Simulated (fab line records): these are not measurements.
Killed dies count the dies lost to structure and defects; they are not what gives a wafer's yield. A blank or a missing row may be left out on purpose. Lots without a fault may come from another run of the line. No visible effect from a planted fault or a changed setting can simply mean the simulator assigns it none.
2 desks looking at one fault	flow n5 finfet	each desk holds nothing but its own numbers, with what lay behind them at the end

== DESK OF THE TOOL OWNER: pecvd-02 ==
The tool's own readings at N5_BEOL_M5_ILD_DEP_00 (deposits SiCOH lowk from DEMS/porogen, target thk 140.64 nm, time 25.9 s): means of the sampled wafers that have a number, for each lot that ran on this tool. If a lot's mean is further than 4 standard deviations from the usual mean, the lot is out of limits and carries the mark OUT (the distance appears in the brackets).
Columns: A = heater power w at N5_BEOL_M5_ILD_DEP_00, usual 324 W; B = rf fwd power W at N5_BEOL_M5_ILD_DEP_00, usual 495.2 W; C = showerhead plenum p Torr at N5_BEOL_M5_ILD_DEP_00, usual 5.741 Torr; D = susceptor temp C at N5_BEOL_M5_ILD_DEP_00, usual 299.98 C; E = throttle valve pct at N5_BEOL_M5_ILD_DEP_00, usual 14.0 %
lot	first seen here	A	B	C	D	E
L867	day 10 13:05	350	496.3	5.752	300.24	13.6
L871	day 11 08:28	299	496.4	5.743	300.08	13.8
L870	day 11 09:56	303	496.6	5.749	300.00	14.1
L876	day 12 13:07	302	496.6	5.766	299.71	13.9
L880	day 14 10:48	316	496.5	5.745	301.04 (+5.3) OUT	13.9
This desk's verdict: out of limits on L880, starting with L880 at day 14 10:48 (susceptor temp C at N5_BEOL_M5_ILD_DEP_00). L867, L871, L870, L876 stayed within limits.

== FROM THE METROLOGY DESK ==
Lot by lot, what the gauges showed, no matter which tool ran the lot: averages of those sampled wafers that carry a number. If a lot's mean is further than 4 standard deviations from the usual mean, the lot is out of limits and carries the mark OUT (the distance appears in the brackets).
Columns: A = M5_ILD_THK at N5_BEOL_M5_THK_MEAS_01, usual 121.3 nm
lot	first seen here	A
L864	day 8 09:16	122.9
L865	day 8 19:39	120.2
L867	day 10 14:02	118.3
L868	day 10 18:43	123.4
L873	day 11 04:16	121.7
L871	day 11 09:02	120.3
L870	day 11 10:59	118.2
L869	day 11 18:20	120.2
L872	day 11 20:43	120.4
L874	day 12 09:32	121.7
L876	day 12 13:41	118.8
L880	day 14 11:23	120.6
L887	day 15 15:00	120.0
This desk's verdict: no lot among the 13 shows anything out of limits.

== ALL TOGETHER ==
At day 14 10:48, on L880, the tool owner's desk was in a position to raise an alarm.
The metrology desk saw nothing out of limits.
The metrology desk holds a record of L880, inside its limits.
Of the lots named, all ran N5_BEOL_M5_ILD_DEP_00 on pecvd-02.

== WHAT THE SIMULATOR PUT IN ==
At N5_BEOL_M5_ILD_DEP_00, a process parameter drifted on pecvd-02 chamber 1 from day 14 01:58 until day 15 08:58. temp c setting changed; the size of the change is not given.
Struck lots among those shown: L880.
Hours from the fault's start to each desk's first reading out of limits: the tool owner's desk, 9.
